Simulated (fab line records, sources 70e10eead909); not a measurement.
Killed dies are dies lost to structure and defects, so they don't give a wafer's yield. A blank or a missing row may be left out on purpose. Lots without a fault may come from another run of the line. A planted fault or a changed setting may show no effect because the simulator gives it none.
Chamber matching | flow nand_harc | NHARC_P_M1_CMP_23 on cmp-01: 4 sister chambers
The step polishes, t overpolish 20 s, target thk 157.82 nm. 8 wafers are shown with their chamber, then 10 later ones without.

WAFERS WITH THEIR CHAMBER
wafer  | chamber | motor_current_A (A) | time_to_endpoint_s (s)
L076.1 | 1       | 12.5                | 27.6
L076.4 | 2       | 14.2                | 25.8
L077.5 | 0       | 12.2                | 30.6
L087.1 | 3       | 10.9                | 26.9
L087.5 | 2       | 13.9                | 27.6
L087.6 | 3       | 10.9                | 26.0
L090.1 | 0       | 12.9                | 25.5
L090.2 | 1       | 13.2                | 26.3

WAFERS WITHOUT THEIR CHAMBER
wafer  | motor_current_A (A) | time_to_endpoint_s (s)
L090.6 | 12.0                | 24.2
L093.1 | 13.1                | 27.8
L093.5 | 13.2                | 25.7
L093.6 | 13.0                | 28.4
L094.1 | 13.4                | 25.8
L094.3 | 11.8                | 22.4
L094.6 | 13.2                | 22.7
L096.1 | 10.8                | 21.0
L096.2 | 13.5                | 20.5
L096.6 | 13.6                | 21.3

WHICH CHAMBER EACH WENT THROUGH
wafer  | from the rows above          | in truth
L090.6 | can't be placed: 0 or 1 or 3 | 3
L093.1 | can't be placed: 1 or 0 or 2 | 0
L093.5 | can't be placed: 1 or 0 or 2 | 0
L093.6 | can't be placed: 1 or 0      | 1
L094.1 | can't be placed: 1 or 2 or 0 | 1
L094.3 | can't be placed: 3 or 0 or 1 | 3
L094.6 | can't be placed: 1 or 2 or 0 | 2
L096.1 | 3                            | 3
L096.2 | can't be placed: 2 or 1 or 0 | 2
L096.6 | can't be placed: 2 or 1 or 0 | 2
Placed correctly: 1 of 10. Can't be placed from these rows: 9 (the true chamber is among the candidates in 9). Placed wrongly: 0.
How it was worked out, from the rows above alone: a wafer's distance from a chamber is the root of the sum, over the readings, of the square of ((its reading less the chamber's mean) divided by the reading's scatter). The wafer belongs to the nearest chamber; if the next one is less than 2 further off, it can't be placed. A chamber's mean is the mean of its shown wafers. The scatter: the root of (the sum of the squares of (reading less its chamber's mean) over the shown wafers, divided by (wafers less chambers)).
